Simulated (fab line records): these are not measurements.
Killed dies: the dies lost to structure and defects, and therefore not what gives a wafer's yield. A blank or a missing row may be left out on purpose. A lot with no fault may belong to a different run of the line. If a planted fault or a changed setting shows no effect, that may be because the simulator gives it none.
fab line records -- flow n5-finfet
record: lots: 3, wafers: 8, last-day: 16
route steps=1938 shown BEOL_M4@1099 BEOL_M5@1112 BEOL_M6@1212 BEOL_M15@1830 PASSIVATION@1936
lots that met no fault: taken from a fault-free run of the same line
start-h: hours from the record's first day to the start of the lot's first wafer shown -- wait-h: how many hours have passed since the lot's step before this one -- " the same as in the row above -- L1.1+2: one row covering several wafers at once -- - no value, or no start given -- * or withheld: withheld -- < > ~ a bound
route shown NAME@n: a module of which the file shows steps, and the number in the route of the first -- usual: the fault-free wafers' mean and standard deviation -- same: alike in all rows -- chamber/n: place in a boat -- sites: per-site readings -- _std_site: their standard deviation -- _edge_site: outer sites' mean less inner sites' -- radius-mm: how far each site lies from the wafer's centre -- mask NAME#n: copy n -- behind: tool/chamber where the wafer was last shaped -- hold: cause of the lot's hold/its duration in hours/its outcome -- device: transistor that didn't switch, given as n, p or np -- end of line: the route-end tests of the same wafers -- a step with no rows: only its recipe -- killed: dies lost to structure and defects at the first sort, not the wafer's yield -- map: dies across one wafer; x = killed, . = not, _ = none there
set.NAME: the setting as run; set.NAME@STEP: as run at that earlier step -- model.NAME: the simulator's own value behind a step, which no gauge read
a table for each step, a row for each wafer; lots at some steps of the route
services: a tool's chamber out of use, with start hour (start-h, from the record's first day; less than 0 if before it), hours out, and reason
== steps ==
step: N5_BEOL_M4_ANNEAL_95
recipe: temp-c: 400, time-s: 240, ambient: vacuum
step: N5_BEOL_M4_SPUTTER_96
recipe: material: Cu, target-thk-a: 45, temp-c: -20, chamber-pressure-pa: 0.07, power-w: withheld, time-s: 8.29
step: N5_BEOL_M4_ECD_50
recipe: material: Cu, target-thk-a: 3000
step: N5_BEOL_M4_ANNEAL_51
recipe: temp-c: 225, time-s: 90, ambient: N2
step: N5_BEOL_M4_CMP_52
recipe: stop-on: SiOC, t-overpolish-s: 6.8, down-force-psi: 1, platen-rpm: 50, clearing-platen-down-force-psi: 1.5, clearing-platen-rpm: 50, post-cmp-clean: cu-alkaline, target-thk-nm: 40, clearing-platen-pad-velocity-m-s: 0.99484, pad-velocity-m-s: 0.99484
step: N5_BEOL_M4_PRE_CLEAN_60
recipe: gas: NH3/H2, time-s: 15, temp-c: *, rf-power-w: 300
step: N5_BEOL_M4_CO_CAP_55
recipe: material: Co, target-thk-a: 20, temp-c: 200, precursor: CCTBA/H2, pressure-torr: 30, time-s: 102.1
step: N5_BEOL_M4_PRE_CLEAN_56
recipe: gas: NH3, time-s: 15, temp-c: withheld, rf-power-w: 300
step: N5_BEOL_M4_DEP_57
recipe: material: SiCN, target-thk-a: 80, temp-c: withheld, precursor: 3MS/NH3, pressure-torr: 3, rf-w: 202, time-s: 14
step: N5_BEOL_M4_RC_MEAS_101
usual: DIBL_N: 35.9/1.9, DIBL_P: 35.8/2.4, IOFF_N: 0.15/0.031, IOFF_P: 0.21/0.037, ION_N: 672/13, ION_P: 462/8.3, SS_N: 71.5/0.72, SS_P: 73.2/0.67, VT_N: 250/3.4, VT_P: -250/3.4
lot.wafer,tool,chamber,start-h,wait-h,DIBL_N[mV/V],DIBL_P[mV/V],IOFF_N[nA/um],IOFF_P[nA/um],ION_N[uA/um],ION_P[uA/um],SS_N[mV/dec],SS_P[mV/dec],VT_N[mV],VT_P[mV]
L246.2,prober-02,0,203.16,0.2,35.0,35.6,0.13,0.20,659,458,71.2,72.7,254,-251
L246.3,prober-02,0,203.16,0.2,34.3,34.7,0.13,0.19,657,462,70.4,72.9,252,-251
L246.4,prober-02,0,203.16,0.2,38.3,39.3,0.21,0.27,690,473,71.4,74.4,245,-247
L251.2,prober-01,0,253.21,0.2,36.7,37.0,0.17,0.26,680,473,72.0,73.4,249,-245
L251.5,prober-01,0,253.21,0.2,36.3,35.2,0.16,0.22,688,470,72.1,72.8,248,-249
L251.6,prober-01,0,253.21,0.2,34.6,34.0,0.13,0.21,669,465,70.4,73.2,251,-246
L258.1,prober-01,0,275.74,0.0,36.2,33.9,0.15,0.19,668,463,72.5,73.2,248,-250
L258.2,prober-01,0,275.74,0.0,30.3,27.5,0.08,0.12,652,460,69.9,71.4,257,-255
step: N5_BEOL_M5_ILD_DEP_00
recipe: material: SiCOH_lowk, target-thk-a: 1406.4, temp-c: 300, precursor: DEMS/porogen, pressure-torr: 5, rf-w: 500, time-s: 25.9
step: N5_BEOL_M5_CURE_79
recipe: temp-c: 385, time-s: 240, ambient: He/Ar, material: SiCOH_lowk
step: N5_BEOL_M5_PECVD_70
recipe: material: SiO2, target-thk-a: 160, temp-c: 400, precursor: TEOS/O2, pressure-torr: 5.5, rf-w: 450, teos-flow-sccm: 53.8, gas: O2, flow-sccm: 3000, time-s: 18
step: N5_BEOL_M5_HM_DEP_02
recipe: material: TiN, target-thk-a: 200, temp-c: 25, chamber-pressure-pa: 0.49996
step: N5_BEOL_M5_COAT_59
recipe: resist: SOC, temp-c: 250, time-s: 60, spin-rpm: 1500, resist-thk-nm: 60
step: N5_BEOL_M5_COAT_60
recipe: resist: SiARC, temp-c: 220, time-s: 60, spin-rpm: 1500, resist-thk-nm: 12
step: N5_BEOL_M5_COAT_71
recipe: resist: underlayer, temp-c: 205, time-s: 60, spin-rpm: 1500, resist-thk-nm: 5
step: N5_BEOL_M5_COAT_05
recipe: resist: CAR-EUV, spin-rpm: 1500, resist-thk-nm: 30
step: N5_BEOL_M5_EBR_07
recipe: solvent: PGMEA, ebr-width-mm: 1.5
step: N5_BEOL_M5_SOFTBAKE_06
recipe: temp-c: 110, time-s: 60, resist: CAR-EUV
step: N5_BEOL_M5_EXPOSE_08
recipe: mask-id: M5, na: 0.33, source-shape: annular, sigma-inner: 0.4, sigma-outer: 0.8, polarization: unpolarized, target-cd-nm: 28, dose-mj: 35.75
step: N5_BEOL_M5_PEB_09
recipe: peb-temp-c: 100, peb-time-s: 60, resist: CAR-EUV
step: N5_BEOL_M5_DEVELOP_10
recipe: develop-time-s: 30, developer: TMAH, resist: CAR-EUV, rinse-liquid: surfactant-rinse, dry: air-spin, dev-temp-c: 23
step: N5_BEOL_M5_DESCUM_16
recipe: chemistry: O2, time-s: 7, source-power-w: 50, bias-power-w: 20, pressure-mtorr: 20, rf-frequency-hz: 2.712e+07, temp-c: 40, resist: CAR-EUV, o2-flow-sccm: 225
step: N5_BEOL_M5_ETCH_72
recipe: chemistry: N2/H2, target: underlayer, target-depth-a: 65, mask-material: CAR-EUV, time-s: 5.2, ion-energy-ev: 200, pressure-mtorr: 30, source-w: 840, bias-w: 150, n2-flow-sccm: 200, h2-flow-sccm: 200, ends: cleared
step: N5_BEOL_M5_ETCH_61
recipe: chemistry: CF4, target: SiARC, target-depth-a: 156, mask-material: CAR-EUV, time-s: 26, ion-energy-ev: 80, pressure-mtorr: 40, source-w: 545, bias-w: 36, Ar_flow_sccm: 100, cf4-flow-sccm: 100, ends: cleared
step: N5_BEOL_M5_ETCH_62
recipe: chemistry: N2/H2, target: SOC, target-depth-a: 750, overetch-a: 150, mask-material: SiARC, temp-c: 40, time-s: 112.5, ion-energy-ev: 200, pressure-mtorr: 30, source-w: 840, bias-w: 150, n2-flow-sccm: 200, h2-flow-sccm: 200
step: N5_BEOL_M5_STRIP_63
recipe: chemistry: N2/H2, temp-c: 40, n2-flow-sccm: 200, h2-flow-sccm: 200, rf-frequency-hz: 6e+07
step: N5_BEOL_M5_STRIP_73
recipe: chemistry: N2/H2, temp-c: 40, n2-flow-sccm: 200, h2-flow-sccm: 200, rf-frequency-hz: 6e+07
step: N5_BEOL_M5_STRIP_64
recipe: chemistry: CF4, resist: SiARC, power-w: 300, bias-power-w: 75, pressure-mtorr: 50, cf4-flow-sccm: 150, rf-frequency-hz: 6e+07
step: N5_BEOL_M5_HM_OPEN_17
recipe: chemistry: Cl2/BCl3, target-depth-a: 200, overetch-a: 60, target: TiN, mask-material: SOC, ion-energy-ev: 150, pressure-mtorr: 10, icp-w: 1000, bias-w: 126, Cl2_flow_sccm: 53.25, bcl3-flow-sccm: 21.75, Ar_flow_sccm: 25
step: N5_BEOL_M5_STRIP_19
recipe: chemistry: O2, power-w: 400, temp-c: 40, pressure-mtorr: 30, rf-frequency-hz: 6e+07, bias-power-w: 0, overash-fraction: 0.2, o2-flow-sccm: 225
step: N5_BEOL_M5_COAT_65
recipe: resist: SOC, temp-c: 250, time-s: 60, spin-rpm: 1500, resist-thk-nm: 60
step: N5_BEOL_M5_COAT_66
recipe: resist: SiARC, temp-c: 220, time-s: 60, spin-rpm: 1500, resist-thk-nm: 12
step: N5_BEOL_M6_ETCH_62
recipe: chemistry: N2/H2, target: SOC, target-depth-a: 1100, overetch-a: 220, mask-material: SiARC, temp-c: 40, time-s: 165, ion-energy-ev: 200, pressure-mtorr: 30, source-w: 840, bias-w: 150, n2-flow-sccm: 200, h2-flow-sccm: 200
usual: drypump-motor-current-A: 5.6/0.55, oes-product-au: 0.65/0.06, rf-vpp-V: 523.3/2.6, showerhead-plenum-p-Torr: 2.52/0.092, throttle-valve-pct: 17.95/0.2
lot.wafer,tool,chamber,start-h,wait-h,drypump-motor-current-A,oes-product-au,rf-hours-counter-h,rf-vpp-V,showerhead-plenum-p-Torr,throttle-valve-pct,model.SiARC_of_BEOL_M6_COAT_60.thk-nm,model.BEOL_M6.cd-offset-nm
L246.2,rie-diel-04,0,216.97,0.0,6.0,0.62,146,527.6,2.67,18.14,28.4,-1
L246.3,rie-diel-04,1,216.97,0.0,5.8,0.72,59,525.2,2.58,18.05,28.6,-0.6
L246.4,rie-diel-04,3,216.97,0.0,4.9,0.61,171,520.6,2.43,18.13,28.2,-0.6
L251.2,rie-diel-05,2,271.90,0.0,6.5,0.65,164,523.8,2.54,17.82,28,-0.2
L251.5,rie-diel-05,0,271.90,0.0,5.8,0.61,-,524.3,2.52,18.31,28.4,0
L251.6,rie-diel-05,1,271.90,0.0,6.2,0.60,-,520.3,2.40,18.11,28.2,0.4
L258.1,rie-diel-05,1,290.87,0.0,6.1,0.59,235,519.6,2.40,18.12,28.2,-0.6
L258.2,rie-diel-05,3,290.87,0.0,5.4,0.75,208,525.2,2.50,17.77,29.6,-2
step: N5_BEOL_M6_HM_OPEN_17
recipe: chemistry: Cl2/BCl3, target-depth-a: 200, overetch-a: 60, target: TiN, mask-material: SOC, ion-energy-ev: 150, pressure-mtorr: 10, icp-w: 1000, bias-w: 126, Cl2_flow_sccm: 53.25, bcl3-flow-sccm: 21.75, Ar_flow_sccm: 25
usual: drypump-motor-current-A: 5.46/0.27, oes-product-au: 0.70/0.046, throttle-valve-pct: 22.04/0.15
lot.wafer,tool,chamber,start-h,wait-h,drypump-motor-current-A,oes-product-au,rf-hours-counter-h,throttle-valve-pct,model.BEOL_M6.cd-offset-nm
L246.2,rie-metal-01,0,217.16,0.0,5.33,0.74,17,22.00,-1
L246.3,rie-metal-01,0,217.16,0.0,5.34,0.73,-,22.00,-0.4
L246.4,rie-metal-01,1,217.16,0.0,5.22,0.69,-,22.21,-0.6
L251.2,rie-metal-02,0,272.08,0.0,5.49,0.64,53,21.86,0
L251.5,rie-metal-02,0,272.08,0.0,5.50,0.65,-,21.84,0.2
L251.6,rie-metal-02,1,272.08,0.0,5.76,0.75,-,22.17,0.4
L258.1,rie-metal-02,0,291.06,0.0,5.51,0.64,54,21.85,-0.6
L258.2,rie-metal-02,1,291.06,0.0,5.72,0.74,14,22.18,-2
step: N5_BEOL_M15_RC_MEAS_101
usual: COMB_M10: 1.4e-11/3.2e-12, COMB_M11: 1.4e-11/3.4e-12, COMB_M12: 5.8e-12/1.5e-12, COMB_M13: 4.4e-12/1.2e-12, COMB_M14: 3.2e-12/8.9e-13, COMB_M15: 2.1e-12/8.9e-13, COMB_M5: 3.7e-11/7.6e-12, COMB_M6: 2.5e-11/4.9e-12, COMB_M7: 2.5e-11/5.3e-12, COMB_M8: 2.5e-11/5.3e-12, COMB_M9: 1.41e-11/2.8e-12, SERP_M10: 3.03/0.083, SERP_M11: 3.12/0.077, SERP_M12: 0.638/0.016, SERP_M13: 0.313/0.0067, SERP_M14: 0.160/0.0033, SERP_M5: 38.8/1.5, SERP_M6: 13.9/0.56, SERP_M6_max_site: 14.5/0.6, SERP_M7: 14.0/0.51, SERP_M8: 13.9/0.51, SERP_M9: 3.10/0.073
lot.wafer,tool,chamber,start-h,wait-h,COMB_M10[S/m],COMB_M11[S/m],COMB_M12[S/m],COMB_M13[S/m],COMB_M14[S/m],COMB_M15[S/m],COMB_M5[S/m],COMB_M6[S/m],COMB_M7[S/m],COMB_M8[S/m],COMB_M9[S/m],SERP_M10[ohm/um],SERP_M11[ohm/um],SERP_M12[ohm/um],SERP_M13[ohm/um],SERP_M14[ohm/um],SERP_M5[ohm/um],SERP_M6[ohm/um],SERP_M6_max_site[ohm/um],SERP_M7[ohm/um],SERP_M8[ohm/um],SERP_M9[ohm/um]
L246.2,prober-01,0,308.14,0.2,1.1e-11,1.2e-11,4.1e-12,3.4e-12,2e-12,9e-13,3.1e-11,3.3e-11,2.7e-11,2.3e-11,1.41e-11,3.05,3.13,0.662,0.310,0.163,39.0,14.1,14.7,14.1,13.4,3.10
L246.3,prober-01,0,308.14,0.2,1.2e-11,1.6e-11,3.7e-12,2.4e-12,1.8e-12,1.5e-12,2.9e-11,3.1e-11,2.3e-11,1.9e-11,1.54e-11,2.96,3.13,0.632,0.321,0.164,39.3,14.3,15.3,13.6,13.4,3.10
L246.4,prober-01,0,308.14,0.2,1.5e-11,1.5e-11,8.2e-12,4e-12,3e-12,1.3e-12,2.7e-11,3e-11,2.5e-11,3.4e-11,1.21e-11,3.04,3.12,0.620,0.316,0.155,39.4,14.4,14.7,13.9,14.6,3.04
L251.2,prober-01,0,353.76,0.2,1.2e-11,1.8e-11,4.6e-12,2.5e-12,2.4e-12,1.4e-12,3.3e-11,2.4e-11,1.9e-11,2.1e-11,1.7e-11,2.94,3.16,0.630,0.324,0.157,37.8,14.0,15.1,13.2,13.8,3.16
L251.5,prober-01,0,353.76,0.2,1.4e-11,2e-11,4.9e-12,4.4e-12,1.7e-12,1e-12,4.7e-11,2.3e-11,2.8e-11,1.6e-11,1.52e-11,2.96,3.15,0.629,0.312,0.165,40.5,13.2,14.0,13.8,13.7,3.21
L251.6,prober-01,0,353.76,0.2,2e-11,1.2e-11,9.1e-12,4.5e-12,3.1e-12,1.2e-12,4.7e-11,2.4e-11,3.2e-11,2e-11,1.45e-11,3.13,3.16,0.674,0.310,0.162,40.7,13.7,14.1,13.3,13.5,3.26
L258.1,prober-02,0,361.21,0.0,1.7e-11,1.8e-11,6e-12,4.7e-12,4.5e-12,3.7e-12,3.4e-11,2.1e-11,1.7e-11,2.9e-11,1.39e-11,2.90,3.16,0.676,0.316,0.163,35.9,13.4,14.2,13.4,14.5,3.17
L258.2,prober-02,0,361.21,0.0,1.8e-11,1.5e-11,1.08e-11,4.1e-12,2.7e-12,3.2e-12,4.1e-11,1.8e-11,2.4e-11,2.9e-11,1.4e-11,3.04,3.17,0.622,0.317,0.156,38.6,14.7,~33333,14.2,14.2,3.17
step: N5_PASSIVATION_PROBE_49
usual: defect-limited-yield: 91.6/1.2, killed_at_M0_to_M3: 33/9.4, killed_at_M4_up: 13/5.2, killed-at-contacts: 13/5.6, killed-at-front-end: 37/9.5, killed-at-other: 4/3.1, killed-dies: 99/15, killed-open: 65/11, killed-short: 32/7.5, sort_bin_5_function: 4.9/0.77, sort_bin_6_memory: 3.1/0.65, sort_bin_8_speed: 0.01/0.056, sort-n-pass: 1081/15, sort-yield-pct: 91.6/1.2
same: gross-dies: 1180, killed-at-back-side: 0, sort_bin_4_leakage[%]: 0
lot.wafer,tool,chamber,start-h,wait-h,defect-limited-yield[%],killed_at_M0_to_M3,killed_at_M4_up,killed-at-contacts,killed-at-front-end,killed-at-other,killed-dies,killed-open,killed-short,sort_bin_5_function[%],sort_bin_6_memory[%],sort_bin_8_speed[%],sort-n-pass,sort-yield-pct[%]
L246.2,prober-02,-,323.84,0.1,92.4,24,5,15,37,9,90,54,35,4.7,2.4,0,1090,92.4
L246.3,prober-02,-,323.89,0.1,91.4,41,11,13,30,6,101,59,42,4.5,3.6,0,1079,91.4
L246.4,prober-02,-,323.94,0.2,91.8,31,13,1,44,8,97,60,36,4.4,3.1,0,1083,91.8
L251.2,prober-01,-,368.25,0.1,89.1,42,13,10,58,6,129,87,42,6.4,4.2,0,1051,89.1
L251.5,prober-01,-,368.40,0.2,92.8,32,6,16,29,2,85,59,25,4.2,2.7,0,1095,92.8
L251.6,prober-01,-,368.45,0.3,88.5,54,19,19,43,1,136,106,30,6.5,4.6,0,1044,88.5
L258.2,prober-01,-,376.38,0.1,87.5,40,41,15,52,0,148,71,44,8.9,3.6,0.08,1031,87.4
killed by level:class
L246.2 FIN_SAQP:geometric-particle:short=13 MOL_CONTACT_COAG:geometric-particle:open=12 FIN_SAQP:geometric-particle:open=8 BEOL_M1:geometric-particle:open=8 BEOL_M0_SAQP:geometric-particle:short=4 BEOL_M3:geometric-particle:open=4 STARTING-WAFER:geometric-particle:short=4 BEOL_M4:geometric-particle:open=3
L246.3 MOL_CONTACT_COAG:geometric-particle:open=11 BEOL_M0_SAQP:geometric-particle:short=10 FIN_SAQP:geometric-particle:short=9 BEOL_M1:geometric-particle:short=9 FIN_SAQP:geometric-particle:open=8 BEOL_M0:geometric-particle:open=7 BEOL_M3:geometric-particle:open=6 STI_FIN_REVEAL:geometric-particle:open=4
L246.4 FIN_SAQP:geometric-particle:short=12 FIN_SAQP:geometric-particle:open=11 BEOL_M1:geometric-particle:open=10 STI_FIN_REVEAL:geometric-particle:open=8 BEOL_M0_SAQP:geometric-particle:open=6 BEOL_M3:geometric-particle:open=6 BEOL_M4:geometric-particle:open=5 PASS1_CAP:geometric-particle:short=5
L251.2 STI_FIN_REVEAL:geometric-particle:open=18 BEOL_M0_SAQP:geometric-particle:open=17 FIN_SAQP:geometric-particle:short=10 BEOL_M0_SAQP:geometric-particle:short=9 MOL_CONTACT_COAG:geometric-particle:open=8 FIN_SAQP:geometric-particle:open=7 BEOL_M4:geometric-particle:open=6 GATE_CUT:geometric-particle:short=5
L251.5 STI_FIN_REVEAL:geometric-particle:open=15 MOL_CONTACT_COAG:geometric-particle:open=14 BEOL_M0_SAQP:geometric-particle:short=10 BEOL_M2:geometric-particle:open=8 BEOL_M0_SAQP:geometric-particle:open=7 FIN_SAQP:geometric-particle:short=4 BEOL_M1:geometric-particle:open=4 STI_FIN_REVEAL:geometric-particle:short=2
L251.6 BEOL_M0_SAQP:geometric-particle:open=18 STI_FIN_REVEAL:geometric-particle:open=16 MOL_CONTACT_COAG:geometric-particle:open=15 FIN_SAQP:geometric-particle:open=11 BEOL_M2:geometric-particle:open=10 BEOL_M0_SAQP:geometric-particle:short=10 STARTING-WAFER:geometric-particle:open=6 BEOL_M1:geometric-particle:open=5
L258.2 BEOL_M6:area-etch=32 FIN_SAQP:geometric-particle:open=17 FIN_SAQP:geometric-particle:short=13 MOL_CONTACT_COAG:geometric-particle:open=12 BEOL_M3:geometric-particle:open=10 BEOL_M0_SAQP:geometric-particle:short=9 BEOL_M0_SAQP:geometric-particle:open=7 BEOL_M2:geometric-particle:open=7
map L258.2 (x killed, . not)
_________________...x..x.....________________
______________.....x............_____________
___________.x.....x.x............x.__________
__________x.........xxx............._________
________...........x.x................_______
_______...xx..........x..x.....x.......______
______..x............x.................._____
_____............x.......x...............____
____.........x......x..........x..........___
___.........x...x........................x.__
___..........x....x........x...x....x.....x__
__..................x..........xx..........._
__x.............x.x....x.................x.x_
_.x..xx........x.............xx.........x..x.
_...x.......x..x.........x.x........x........
_.....xx.............x.x.x.x..x.x...xx.......
_....................xxxxxx...x.x...x..x..x..
_.......x.....x.....x...x.x..............x...
_xx..xx...............x...x.x.x.x........x...
_..........x...........xxx...x........x.x....
_...........x.......x...x..x.................
__........x..x.....x.x............xx.x......_
__..x....x...x........x...x................x_
___.x......x.........x.x.........x.........__
___..........x..x............x....x..x.....__
____.....................x..x.....x.......___
_____............................x.......____
______......x.................xx....x..._____
_______........x.......x...............______
________...............x..x...x......._______
__________.....x..x.........x....x.._________
___________........................__________
______________x.x.....x........._____________
_________________............________________
map L251.6 (x killed, . not)
_________________.....x......________________
______________.........x.x.x...._____________
___________....xx..x....x..........__________
__________.......x..........xx......_________
________.................x....x......._______
_______...x.....x....x..........x......______
______.x...x...................x........_____
_____.xx.x...................x...x..x....____
____...x...x...x.xx...x....x......x....x..___
___.x...................x....x.............__
___......x..........x............x.........__
__......x.....x.......x.............xx......_
__x.....x......................xx......xx..._
_........xx....x.............................
_............x.........x..x.............x....
_..x....x.....x...............x.....x.....x..
_...................x.x............x....x....
_.x....x..................x....x......x...x..
_......xx...xx.................x.............
_................x......x......x.............
_..x....x............x......x...........x....
__....x....................................._
__............xx..x....................xx..._
___x......x.x..xx..............x........x..__
___.x.......x.................xx...........__
____..x........................xxxx.......___
_____.x..x....x.xx.......................____
______....xx....x.x.........x..x.x....x._____
_______...x........x..................x______
________.........x...................._______
__________......x..........x........_________
___________...x.................x..__________
______________.......x..x..x...._____________
_________________......xx....________________
== services ==
tool,chamber,start-h,hours,kind
rie-metal-01,-,204.00,0.5,repair
rie-diel-05,-,219.24,0.6,repair
rie-diel-05,1,249.20,16.5,repair
rie-diel-04,3,277.18,5.2,repair
rie-metal-02,-,281.58,1.0,repair
== key ==
first-sign: step: N5_BEOL_M15_RC_MEAS_101, reading: SERP_M6_max_site, direction: up, sigmas: 99+, usual: 14.5, struck: ~33333
effect: step: N5_PASSIVATION_PROBE_49, reading: killed_at_M4_up, direction: up, sigmas: 5.5, usual: 13, struck: 41
model-effect: step: N5_BEOL_M6_ETCH_62, value: SiARC_of_BEOL_M6_COAT_60.thk-nm, without: 27.6, struck: 29.6
model-effect: step: N5_BEOL_M6_HM_OPEN_17, value: BEOL_M6.cd-offset-nm, without: -1, struck: -2
more-kills-born-at: N5_BEOL_M6_ETCH_62@rie-diel-05: 32
met-at N5_BEOL_M6_ETCH_62
struck-wafers L258.2
onset-between 271.90 290.87
fault: kind: process-parameter-drift, tool: rie-diel-05, chamber: -, onset-h: 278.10, steps: N5_BEOL_M6_ETCH_62, channel: time-s, offset: *, shape: step, end-h: 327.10, scope: struck-wafers-only, acts-in: *, stated: *
